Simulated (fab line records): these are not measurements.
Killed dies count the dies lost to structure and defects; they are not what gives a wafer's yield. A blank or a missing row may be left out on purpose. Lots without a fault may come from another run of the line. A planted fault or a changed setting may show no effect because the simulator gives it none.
The same fault as seen by 3 desks | flow n5 finfet | each desk has only its own numbers; what lay behind them comes last

== THE DEFECT DESK ==
Inspection counts along the route, by lot: the mean over sampled wafers that carry a number. A lot is out of limits, marked OUT, if its mean lies more than 4 standard deviations from the usual mean; the brackets give that distance.
Columns: A = raw defect count at N5_BEOL_M1_INSPECT_13, usual 389
lot  | first seen here | A
L140 | day 7 11:22     | 344
L146 | day 8 20:01     | 487
L149 | day 9 15:10     | 264
L150 | day 10 01:01    | 338
L155 | day 10 17:47    | 421
L156 | day 11 04:29    | 451
Result from this desk: across the 6 lots, nothing is out of limits.

== AT THE TOOL OWNER'S DESK: rie metal-02 ==
The tool's own readings at N5_BEOL_M1_HM_OPEN_17 (chemistry Cl2/BCl3, target TiN, target depth 20 nm, overetch 6 nm): means of the sampled wafers that have a number, for each lot that ran on this tool. A lot is out of limits, marked OUT, if its mean lies more than 4 standard deviations from the usual mean; the brackets give that distance.
Columns: A = drypump motor current A at N5_BEOL_M1_HM_OPEN_17, usual 5.8 A; B = oes product au at N5_BEOL_M1_HM_OPEN_17, usual 0.60 a.u.; C = throttle valve pct at N5_BEOL_M1_HM_OPEN_17, usual 22.19 %
lot  | first seen here | A   | B    | C
L140 | day 7 11:40     | 6.1 | 0.63 | 22.19
L146 | day 8 20:20     | 6.0 | 0.62 | 22.21
L149 | day 9 15:26     | 6.0 | 0.60 | 22.22
L150 | day 10 01:24    | 6.2 | 0.66 | 22.16
Result from this desk: across the 4 lots, nothing is out of limits.

== METROLOGY DESK ==
What the gauges read for every lot (on any tool): the sampled wafers with a number, averaged. A lot is out of limits, marked OUT, if its mean lies more than 4 standard deviations from the usual mean; the brackets give that distance. Only the readings that lie furthest out on some lot appear, 7 of the 12 it has.
Columns: A = M1_OVL at N5_BEOL_M1_OVL_MEAS_12, usual -0.6 nm; B = DIBL_P at N5_BEOL_M4_RC_MEAS_101, usual 36.3 mV/V; C = IOFF_N at N5_BEOL_M4_RC_MEAS_101, usual 0.155 nA/um; D = IOFF_P at N5_BEOL_M4_RC_MEAS_101, usual 0.211 nA/um; E = ION_P at N5_BEOL_M4_RC_MEAS_101, usual 462 uA/um; F = VT_N at N5_BEOL_M4_RC_MEAS_101, usual 249.9 mV; G = VT_P at N5_BEOL_M4_RC_MEAS_101, usual -249.8 mV
lot  | first seen here | A    | B    | C     | D     | E   | F     | G
L140 | day 7 11:17     | -1.1 | 35.0 | 0.142 | 0.185 | 464 | 250.6 | -251.7
L146 | day 8 19:55     | -0.5 | 37.2 | 0.151 | 0.193 | 454 | 250.7 | -252.6
L149 | day 9 15:04     | -0.2 | 36.3 | 0.166 | 0.253 | 468 | 246.8 | -246.2
L150 | day 10 00:55    | -1.6 | 36.2 | 0.164 | 0.214 | 462 | 249.0 | -247.9
L155 | day 10 17:41    | 0.5  | 37.2 | 0.168 | 0.232 | 468 | 246.1 | -247.3
L156 | day 11 04:23    | 1.2  | 38.3 | 0.184 | 0.260 | 468 | 248.0 | -246.3
Result from this desk: across the 6 lots, nothing is out of limits.

== TAKEN TOGETHER ==
The defect desk saw nothing out of limits.
The tool owner's desk saw nothing out of limits.
Metrology desk: nothing out of limits seen.

== WHAT THE SIMULATOR HAD INSERTED ==
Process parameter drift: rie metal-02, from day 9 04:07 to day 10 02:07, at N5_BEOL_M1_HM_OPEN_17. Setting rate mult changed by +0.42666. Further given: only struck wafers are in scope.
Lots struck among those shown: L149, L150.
